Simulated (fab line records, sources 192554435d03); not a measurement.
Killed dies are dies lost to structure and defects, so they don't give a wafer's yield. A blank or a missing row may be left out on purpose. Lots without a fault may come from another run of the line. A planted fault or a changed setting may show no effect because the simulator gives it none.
fab line records | flow n5_finfet
record lots=7 wafers=21 last_day=19
route steps=1938 shown BEOL_M0@719 BEOL_M4@1111 PASSIVATION@1936
lots that met no fault: from a run of the same line without faults
start_h: hours from the record's first day to the start of the lot's first wafer shown | wait_h: hours since the lot's step before | " the same as in the row above | L1.1+2: a row that stands for several wafers | - no value, or no start given | * or withheld: withheld | < > ~ a bound
route shown NAME@n: a module of which the file shows steps, and the number in the route of the first | usual: mean/standard deviation of fault-free wafers | same: alike in all rows | chamber/n: place in a boat | sites: the reading at each site | _std_site: their standard deviation | _edge_site: outer sites' mean less inner sites' | radius_mm: how far each site lies from the wafer's centre | mask NAME#n: copy n | behind: the tool/chamber that last shaped the wafer | hold: why the lot was held/for how many hours/how that ended | device: the transistor (n, p or np) that didn't switch | end of line: the same wafers' tests at the end of the route | a step without rows: its recipe alone | killed: dies lost to structure and defects at the first sort, not the wafer's yield | map: a wafer's dies, x killed, . not, _ none there
set.NAME: the setting as run; set.NAME@STEP: as run at that earlier step | model.NAME: the simulator's own value behind a step, which no gauge read
lots at some steps of the route; a table a step, a row a wafer
services: from which hour (start_h, from the record's first day; less than 0 if before it) a tool's chamber was out of use, for how many hours, and why
## steps
# step N5_BEOL_M0_WET_ETCH_106
# recipe chemistry=DHF dilution=10:1 temp_c=25 target=SiO2 target_depth_a=1300 dry=ipa_marangoni rinse_time_s=30 rinse_temp_c=23
# step N5_BEOL_M0_ETCH_128
# recipe chemistry=CF4/N2 target_depth_a=120 overetch_a=51 target=SiCN time_s=21.4 ion_energy_ev=150 pressure_mtorr=40 source_w=430 bias_w=70 Ar_flow_sccm=100 cf4_flow_sccm=60 n2_flow_sccm=60
# step N5_BEOL_M0_TRENCH_ETCH_107
# recipe chemistry=C4F6/O2 target_depth_a=328 target=SiOC time_s=16.4 ion_energy_ev=250 pressure_mtorr=30 source_w=355 bias_w=185 Ar_flow_sccm=300 C4F6_flow_sccm=10 O2_flow_sccm=10
# usual drypump_motor_current_A=5.50/0.29 oes_product_au=0.78/0.1 rf_vpp_V=658/9.4 showerhead_plenum_p_Torr=2.83/0.094 throttle_valve_pct=20.75/0.22
# same time_s=16.4
# columns lot.wafer tool chamber start_h wait_h drypump_motor_current_A oes_product_au rf_hours_counter_h rf_vpp_V showerhead_plenum_p_Torr throttle_valve_pct
L210.3 rie_diel-04 3 115.39 0.0 5.24 0.76 151 665 2.83 20.68
L210.4 " 1 " " 5.92 0.73 187 665 2.74 20.88
L210.5 " 3 " " 5.22 0.76 - 664 2.83 20.68
L217.1 rie_diel-04 2 167.90 0.0 5.39 0.69 245 661 2.80 20.70
L217.2 " 1 " " 5.92 0.73 204 665 2.73 20.89
L217.3 " 3 " " 5.21 0.75 168 664 2.82 20.71
L224.2 rie_diel-04 2 205.04 0.0 5.40 1.01 3 658 2.79 20.32
L224.4 " 2 " " 5.41 1.00 - 662 2.79 20.33
L224.6 " 3 " " 5.23 0.73 - 664 2.81 20.72
L225.1 rie_diel-01 0 207.97 0.0 5.34 0.70 212 664 2.93 20.82
L225.3 " 1 " " 5.65 0.68 229 674 2.69 20.78
L225.6 " 3 " " 5.25 0.87 - 646 2.75 20.55
L227.1 rie_diel-01 3 214.16 0.0 5.25 0.86 45 648 2.75 20.57
L227.3 " 0 " " 5.32 0.69 216 664 2.92 20.83
L227.6 " 0 " " 5.34 0.69 - 665 2.92 20.83
L229.3 rie_diel-04 2 231.30 0.0 5.41 0.96 14 661 2.79 20.34
L229.5 " 3 " " 5.23 0.73 - 663 2.81 20.74
L229.6 " 2 " " 5.41 0.96 - 660 2.79 20.33
L231.1 rie_diel-04 0 248.01 0.0 5.52 0.69 243 648 2.81 20.88
L231.2 " 1 " " 5.91 0.70 224 666 2.72 20.92
L231.6 " 3 " " 5.23 0.72 - 664 2.81 20.73
# step N5_BEOL_M0_STRIP_142
# recipe chemistry=N2/H2 time_s=10 power_w=450 temp_c=40 pressure_mtorr=20 rf_frequency_hz=6e+07 bias_power_w=7 n2_flow_sccm=200 h2_flow_sccm=200
# usual bias_power_w=7.002/0.024 drypump_motor_current_A=5.51/0.29 oes_product_au=0.78/0.1 rf_vpp_V=59.1/0.85 showerhead_plenum_p_Torr=2.53/0.086 temp_c=40.00/0.12 throttle_valve_pct=23.5/0.31
# same time_s=10
# columns lot.wafer tool chamber start_h wait_h bias_power_w drypump_motor_current_A oes_product_au rf_hours_counter_h rf_vpp_V showerhead_plenum_p_Torr temp_c throttle_valve_pct
L210.3 rie_diel-04 3 115.42 0.0 7.003 5.22 0.76 151 59.2 2.55 39.98 23.8
L210.4 " 1 " " 6.993 5.93 0.74 187 58.3 2.42 40.00 23.4
L210.5 " 3 " " 6.990 5.21 0.76 - 59.1 2.55 40.10 23.8
L217.1 rie_diel-04 2 167.92 0.0 6.957 5.40 0.68 245 58.7 2.49 39.99 23.3
L217.2 " 1 " " 6.955 5.93 0.72 204 58.6 2.42 40.24 23.4
L217.3 " 3 " " 7.034 5.24 0.74 168 59.2 2.55 39.99 23.8
L224.2 rie_diel-04 2 205.07 0.0 6.998 5.40 1.00 3 59.1 2.49 40.13 22.9
L224.4 " 2 " " 7.017 5.42 1.01 - 58.8 2.49 40.02 22.9
L224.6 " 3 " " 6.966 5.23 0.73 - 58.8 2.54 39.82 23.8
L225.1 rie_diel-01 0 208.00 0.0 6.999 5.36 0.71 212 57.9 2.62 39.84 23.8
L225.3 " 1 " " 7.029 5.64 0.69 229 59.8 2.39 40.00 23.4
L225.6 " 3 " " 6.997 5.24 0.88 - 57.7 2.47 40.15 23.1
L227.1 rie_diel-01 3 214.18 0.0 6.983 5.26 0.86 45 59.4 2.47 39.83 23.1
L227.3 " 0 " " 6.938 5.34 0.71 216 60.3 2.62 40.20 23.8
L227.6 " 0 " " 6.986 5.35 0.70 - 59.1 2.62 40.18 23.8
L229.3 rie_diel-04 2 231.32 0.0 6.993 5.38 0.96 14 58.8 2.49 39.98 22.9
L229.5 " 3 " " 7.032 5.21 0.72 - 58.4 2.54 39.93 23.8
L229.6 " 2 " " 7.015 5.41 0.96 - 59.2 2.49 39.98 22.9
L231.1 rie_diel-04 0 248.03 0.0 6.964 5.51 0.70 243 60.7 2.51 39.99 23.9
L231.2 " 1 " " 6.985 5.91 0.71 224 57.2 2.41 40.01 23.4
L231.6 " 3 " " 6.993 5.23 0.72 - 60.4 2.53 40.00 23.9
# step N5_BEOL_M0_OCD_MEAS_108
# usual trench_depth_nm=32.8/0.82
# columns lot.wafer tool chamber start_h wait_h trench_depth_nm
L210.3 ocd-01 - 115.50 0.1 32.8
L210.4 " - " " 33.2
L210.5 " - " " 33.4
L217.1 ocd-01 - 168.00 0.1 33.0
L217.2 " - " " 33.1
L217.3 " - " " 32.1
L224.2 ocd-02 - 205.15 0.1 34.7
L224.4 " - " " 33.8
L224.6 " - " " 33.0
L225.1 ocd-01 - 208.08 0.1 31.3
L225.3 " - " " 33.1
L225.6 " - " " 32.8
L227.1 ocd-02 - 214.26 0.1 32.8
L227.3 " - " " 30.5
L227.6 " - " " 31.6
L229.3 ocd-02 - 231.40 0.1 34.5
L229.5 " - " " 32.4
L229.6 " - " " 34.1
L231.1 ocd-02 - 248.11 0.1 31.8
L231.2 " - " " 32.6
L231.6 " - " " 32.2
# step N5_BEOL_M0_HM_STRIP_129
# recipe chemistry=peroxide_tin_strip material=TiN target_depth_a=170 temp_c=50 time_s=108
# step N5_BEOL_M0_SRD_130
# recipe time_s=30 temp_c=23 rinse_liquid=diw dry=ipa_marangoni
# step N5_BEOL_M0_ETCH_109
# recipe chemistry=CH3F/O2 target_depth_a=80 overetch_a=24 target=SiCN time_s=27.4 ion_energy_ev=120 pressure_mtorr=30 source_w=395 bias_w=75 Ar_flow_sccm=150 CH3F_flow_sccm=30 O2_flow_sccm=20
# step N5_BEOL_M0_STRIP_139
# recipe chemistry=post_etch_residue_remover time_s=60 temp_c=25 remover_ph=withheld remover_water_wt_pct=withheld remover_fluoride_wt_pct=withheld
# step N5_BEOL_M0_SRD_111
# recipe time_s=30 temp_c=23 rinse_liquid=diw dry=ipa_marangoni
# step N5_BEOL_M0_DEGAS_112
# recipe ambient=vacuum temp_c=250 time_s=60
# step N5_BEOL_M0_PRE_CLEAN_113
# recipe gas=H2/He time_s=30 temp_c=250
# usual heater_power_w=341/23
# same time_s=30
# columns lot.wafer tool chamber start_h wait_h heater_power_w
L210.3 pvd_sputter-01 - 115.89 0.0 335
L210.4 " - " " 341
L210.5 " - " " 348
L217.1 pvd_sputter-02 - 168.39 0.0 405
L217.2 " - " " 328
L217.3 " - " " 344
L224.2 pvd_sputter-02 - 206.55 0.0 399
L224.4 " - " " 342
L224.6 " - " " 313
L225.1 pvd_sputter-03 - 208.98 0.0 328
L225.3 " - " " 337
L225.6 " - " " 340
L227.1 pvd_sputter-02 - 216.14 0.0 404
L227.3 " - " " 339
L227.6 " - " " 328
L229.3 pvd_sputter-01 - 234.54 0.0 332
L229.5 " - " " 304
L229.6 " - " " 339
L231.1 pvd_sputter-01 - 249.05 0.0 340
L231.2 " - " " 338
L231.6 " - " " 343
# step N5_BEOL_M0_ALD_136
# recipe material=TaN target_thk_a=* temp_c=275 ald_precursor_family=PDMAT ald_co_reactant=NH3 pressure_torr=3 carrier_flow_sccm=1500 pulse_time_s=2 purge_time_s=3 co_reactant_purge_time_s=2 co_reactant_pulse_time_s=3 ald_cycles=30 precursor_vessel_temp_c=75 precursor_vessel_pressure_torr=26.25 precursor_vessel_carrier_sccm=1000
# usual ald_cycles=30/0 heater_power_w=397/34 precursor_vessel_carrier_sccm=1000/3.2
# columns lot.wafer tool chamber start_h wait_h ald_cycles heater_power_w precursor_vessel_carrier_sccm model.TaN_of_BEOL_M0_ALD_136.thk_nm
L210.3 ald_metal-03 3 115.95 0.0 30 448 1002 *
L210.4 " 2 " " 30 420 998 *
L210.5 " 3 " " 30 444 1002 *
L217.1 ald_metal-01 1 168.47 0.1 30 383 994 *
L217.2 " 2 " " 30 408 999 *
L217.3 " 3 " " 30 378 999 *
L224.2 ald_metal-01 2 206.61 0.0 14 393 1002 *
L224.4 " 0 " " 30 467 992 *
L224.6 " 2 " " 30 399 1008 *
L225.1 ald_metal-01 2 209.05 0.0 30 394 999 *
L225.3 " 0 " " 14 469 1000 *
L225.6 " 2 " " 30 384 1001 *
L227.1 ald_metal-01 2 216.23 0.1 30 398 999 *
L227.3 " 3 " " 14 380 994 *
L227.6 " 2 " " 30 391 997 *
L229.3 ald_metal-04 1 234.60 0.0 30 389 1005 *
L229.5 " 3 " " 30 351 999 *
L229.6 " 0 " " 30 365 997 *
L231.1 ald_metal-03 1 249.12 0.0 30 430 999 *
L231.2 " 3 " " 30 445 1000 *
L231.6 " 1 " " 30 425 996 *
# step N5_BEOL_M0_SURFACE_TREAT_137
# recipe gas=Ar time_s=* ion_energy_ev=* ion_current_ma_cm2=0.5 pressure_mtorr=* ar_flow_sccm=30
# step N5_BEOL_M0_CVD_115
# recipe material=Co target_thk_a=* temp_c=withheld precursor=CCTBA/H2 pressure_torr=30 time_s=120
# step N5_BEOL_M0_SPUTTER_116
# recipe material=Cu target_thk_a=40 temp_c=-20 chamber_pressure_pa=0.07 power_w=withheld time_s=7.37
# step N5_BEOL_M0_ANNEAL_117
# recipe temp_c=400 time_s=60 ambient=vacuum
# step N5_BEOL_M0_SPUTTER_132
# recipe material=Cu target_thk_a=40 temp_c=-20 chamber_pressure_pa=0.07 power_w=withheld time_s=7.37
# step N5_BEOL_M0_ANNEAL_133
# recipe temp_c=400 time_s=60 ambient=vacuum
# usual heater_power_w=852/64
# same time_s=60
# columns lot.wafer tool chamber start_h wait_h heater_power_w
L210.3 pvd_sputter-02 - 117.46 0.0 839
L210.4 " - " " 804
L210.5 " - " " 803
L217.1 pvd_sputter-02 - 169.23 0.0 840
L217.2 " - " " 799
L217.3 " - " " 800
L224.2 pvd_sputter-02 - 207.59 0.0 833
L224.4 " - " " 788
L224.6 " - " " 1002
L225.1 pvd_sputter-03 - 209.99 0.0 890
L225.3 " - " " 837
L225.6 " - " " 884
L227.1 pvd_sputter-02 - 216.94 0.0 763
L227.3 " - " " 832
L227.6 " - " " 814
L229.3 pvd_sputter-01 - 235.48 0.0 797
L229.5 " - " " 843
L229.6 " - " " 774
L231.1 pvd_sputter-02 - 249.89 0.0 1005
L231.2 " - " " 838
L231.6 " - " " 1005
# step N5_BEOL_M0_SPUTTER_134
# recipe material=Cu target_thk_a=40 temp_c=-20 chamber_pressure_pa=0.07 power_w=withheld time_s=7.37
# step N5_BEOL_M0_ANNEAL_135
# recipe temp_c=400 time_s=60 ambient=vacuum
# step N5_BEOL_M0_SPUTTER_141
# recipe material=Cu target_thk_a=40 temp_c=-20 chamber_pressure_pa=0.07 power_w=withheld time_s=7.37
# usual throttle_valve_pct=29.3/1.2
# same time_s=7.37
# columns lot.wafer tool chamber start_h wait_h throttle_valve_pct
L210.3 pvd_sputter-02 - 117.62 0.0 30.5
L210.4 " - " " 27.0
L210.5 " - " " 30.4
L217.1 pvd_sputter-02 - 169.39 0.0 30.4
L217.2 " - " " 27.0
L217.3 " - " " 30.5
L224.2 pvd_sputter-02 - 207.75 0.0 30.1
L224.4 " - " " 26.7
L224.6 " - " " 28.5
L225.1 pvd_sputter-03 - 210.15 0.0 30.0
L225.3 " - " " 29.7
L225.6 " - " " 29.9
L227.1 pvd_sputter-02 - 217.12 0.0 30.5
L227.3 " - " " 30.3
L227.6 " - " " 30.6
L229.3 pvd_sputter-01 - 235.64 0.0 28.4
L229.5 " - " " 30.1
L229.6 " - " " 28.4
L231.1 pvd_sputter-02 - 250.05 0.0 28.6
L231.2 " - " " 30.3
L231.6 " - " " 28.4
# step N5_BEOL_M0_ECD_118
# recipe material=Cu target_thk_a=3000
# step N5_BEOL_M0_ANNEAL_119
# recipe temp_c=225 time_s=90 ambient=N2
# step N5_BEOL_M0_CMP_120
# recipe stop_on=SiOC t_overpolish_s=6.9 down_force_psi=1 platen_rpm=50 clearing_platen_down_force_psi=1.5 clearing_platen_rpm=50 post_cmp_clean=cu_alkaline clearing_platen_pad_velocity_m_s=0.99484 pad_velocity_m_s=0.99484
# usual barrier_field_endpoint_s=3.66/0.13 motor_current_A=5.8/0.56
# columns lot.wafer tool chamber start_h wait_h barrier_field_endpoint_s motor_current_A
L210.4 cmp-02 1 118.12 0.1 3.75 5.4
L210.3 " 0 " " 3.89 5.8
L210.5 " 1 " " 3.63 5.3
L217.2 cmp-01 0 169.88 0.2 3.56 6.6
L217.3 " 1 " " 3.87 5.5
L217.1 " 2 " " 3.96 6.0
L224.2 cmp-03 2 208.32 0.3 2.71 5.7
L224.4 " 3 " " 3.77 5.3
L224.6 " 1 " " 3.77 6.2
L225.1 cmp-03 3 210.84 0.4 3.89 5.3
L225.3 " 1 " " 2.83 6.0
L225.6 " 3 " " 3.78 5.3
L227.1 cmp-02 2 217.69 0.3 3.53 4.3
L227.3 " 3 " " 2.43 6.6
L227.6 " 1 " " 3.48 5.1
L229.3 cmp-02 0 236.17 0.2 3.76 5.9
L229.5 " 3 " " 3.75 6.7
L229.6 " 0 " " 3.69 5.9
L231.1 cmp-03 3 251.19 0.3 3.71 5.2
L231.2 " 0 " " 3.68 5.6
L231.6 " 3 " " 3.85 5.5
# step N5_BEOL_M4_RC_MEAS_101
# usual DIBL_N=36.8/1.9 DIBL_P=36.5/2.1 IOFF_N=0.17/0.038 IOFF_P=0.22/0.039 ION_N=675/12 ION_P=463/7.4 SS_N=71.6/0.71 SS_P=73.4/0.72 VT_N=249/3.3 VT_P=-250/3.3
# columns lot.wafer tool chamber start_h wait_h DIBL_N[mV/V] DIBL_P[mV/V] IOFF_N[nA/um] IOFF_P[nA/um] ION_N[uA/um] ION_P[uA/um] SS_N[mV/dec] SS_P[mV/dec] VT_N[mV] VT_P[mV]
L210.3 prober-01 0 176.73 0.3 36.6 35.9 0.14 0.19 667 457 71.9 74.0 250 -254
L210.4 " 0 " " 36.3 36.4 0.14 0.19 665 457 71.5 74.2 250 -256
L210.5 " 0 " " 38.6 39.5 0.19 0.23 681 460 72.3 74.2 246 -252
L217.1 prober-02 0 231.14 0.0 38.4 38.8 0.20 0.25 672 460 72.8 74.0 249 -247
L217.2 " 0 " " 40.6 41.8 0.26 0.31 689 468 73.0 75.0 245 -243
L217.3 " 0 " " 38.9 40.3 0.23 0.31 686 473 72.5 74.5 245 -246
L224.2 prober-01 0 287.51 0.2 37.9 39.1 0.21 0.31 693 478 72.1 74.1 244 -241
L224.4 " 0 " " 35.5 34.7 0.15 0.23 690 477 71.1 73.3 251 -248
L224.6 " 0 " " 36.0 36.2 0.16 0.25 680 475 71.1 73.6 247 -245
L225.1 prober-01 0 291.64 0.0 33.5 34.7 0.12 0.19 677 466 70.7 72.1 253 -249
L225.3 " 0 " " 34.3 35.5 0.15 0.21 679 467 70.9 72.6 248 -248
L225.6 " 0 " " 34.6 36.5 0.15 0.22 677 466 70.8 73.1 249 -249
L227.1 prober-02 0 292.59 0.0 39.5 39.6 0.21 0.24 702 472 72.0 74.3 246 -251
L227.3 " 0 " " 36.5 36.2 0.15 0.19 670 456 71.6 73.7 253 -252
L227.6 " 0 " " 37.9 37.8 0.16 0.21 687 465 72.2 74.1 250 -251
L229.3 prober-02 0 333.44 0.3 39.0 38.1 0.21 0.23 686 467 72.6 73.8 246 -249
L229.5 " 0 " " 39.8 39.1 0.25 0.25 690 468 71.9 73.6 243 -246
L229.6 " 0 " " 38.5 38.0 0.21 0.24 699 473 71.6 72.8 245 -247
L231.1 prober-01 0 338.00 0.0 35.7 35.7 0.14 0.19 665 455 70.9 72.9 249 -252
L231.2 " 0 " " 39.7 40.1 0.23 0.28 700 469 73.4 73.6 246 -249
L231.6 " 0 " " 37.6 39.0 0.18 0.23 674 461 72.3 73.2 247 -248
# step N5_PASSIVATION_PROBE_49
# usual defect_limited_yield=91.3/1.4 killed_at_M0_to_M3=33/11 killed_at_M4_up=15/6.2 killed_at_contacts=13/6.5 killed_at_front_end=38/11 killed_at_other=3.4/2.6 killed_dies=102/17 killed_open=67/12 killed_short=34/7.9 sort_bin_5_function=5.1/0.88 sort_bin_6_memory=3.3/0.65 sort_n_pass=1078/17 sort_yield_pct=91.3/1.4
# same gross_dies=1180 killed_at_back_side=0 sort_bin_4_leakage[%]=0 sort_bin_8_speed[%]=0
# columns lot.wafer tool chamber start_h wait_h defect_limited_yield[%] killed_at_M0_to_M3 killed_at_M4_up killed_at_contacts killed_at_front_end killed_at_other killed_dies killed_open killed_short sort_bin_5_function[%] sort_bin_6_memory[%] sort_n_pass sort_yield_pct[%]
L229.3 prober-02 - 435.94 0.1 90.2 37 13 9 55 2 116 84 29 5.8 3.6 1064 90.2
L229.5 prober-02 - 436.04 0.2 87.5 63 11 21 51 2 148 107 36 7.3 4.6 1032 87.5
L229.6 prober-02 - 436.09 0.3 90.6 39 17 14 36 5 111 79 29 6.3 2.8 1069 90.6
# killed by level:class
L229.3 FIN_SAQP:geometric_particle:open=20 BEOL_M3:geometric_particle:open=17 STI_FIN_REVEAL:geometric_particle:open=9 BEOL_M2:geometric_particle:open=8 FIN_SAQP:geometric_particle:short=6 MOL_CONTACT_COAG:geometric_particle:open=6 BEOL_M1:geometric_particle:open=5 BEOL_M4:geometric_particle:open=5
L229.5 MOL_CONTACT_COAG:geometric_particle:open=17 BEOL_M2:geometric_particle:open=16 FIN_SAQP:geometric_particle:open=15 BEOL_M1:geometric_particle:open=10 BEOL_M0_SAQP:geometric_particle:open=10 BEOL_M0_SAQP:geometric_particle:short=9 BEOL_M3:geometric_particle:open=9 FIN_SAQP:geometric_particle:short=5
L229.6 FIN_SAQP:geometric_particle:open=10 MOL_CONTACT_COAG:geometric_particle:open=10 BEOL_M3:geometric_particle:open=9 BEOL_M2:geometric_particle:open=7 BEOL_M0:geometric_particle:open=6 STI_FIN_REVEAL:geometric_particle:open=5 DUMMY_GATE:geometric_particle:open=5 BEOL_M1:geometric_particle:open=5
## services
# columns tool chamber start_h hours kind
cmp-03 - 93.65 5.6 pm
pvd_sputter-03 - 95.98 4.5 repair
rie_diel-01 1 97.91 3.7 repair
ald_metal-01 1 111.07 3.0 repair
pvd_sputter-03 - 120.94 3.7 repair
pvd_sputter-01 - 121.58 6.0 repair
cmp-01 - 125.98 4.0 pm
rie_diel-01 0 130.07 9.3 repair
rie_diel-01 - 130.59 0.9 repair
pvd_sputter-01 - 130.92 7.7 repair
cmp-01 - 138.77 0.6 repair
rie_diel-04 0 165.31 3.0 repair
cmp-01 - 176.50 1.6 repair
ald_metal-03 - 177.15 0.4 repair
rie_diel-04 2 183.03 - clean
rie_diel-04 2 183.03 - consumable_replace:focus_ring
cmp-01 - 188.22 12.1 pm
cmp-01 - 206.69 5.5 pm
ald_metal-01 - 220.67 1.1 repair
rie_diel-04 1 232.60 8.5 repair
cmp-03 - 235.46 3.2 repair
rie_diel-01 3 236.72 4.0 repair
cmp-02 - 237.45 4.0 pm
cmp-02 - 246.51 0.8 repair
## key
first_sign step=N5_BEOL_M0_ALD_136 reading=ald_cycles direction=down sigmas=99+ usual=* struck=*
effect step=N5_BEOL_M0_CMP_120 reading=barrier_field_endpoint_s direction=down sigmas=7.7 usual=3.66 struck=2.66
model_effect step=N5_BEOL_M0_ALD_136 value=TaN_of_BEOL_M0_ALD_136.thk_nm without=* struck=*
met_at N5_BEOL_M0_ALD_136
struck_wafers L224.2,L225.3,L227.3
onset_between 168.47 206.61
fault kind=process_parameter_drift tool=ald_metal-01 chamber=- onset_h=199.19 steps=N5_BEOL_M0_ALD_136 channel=ald_cycles offset=* shape=step end_h=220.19 scope=struck_wafers_only acts_in=* stated=*
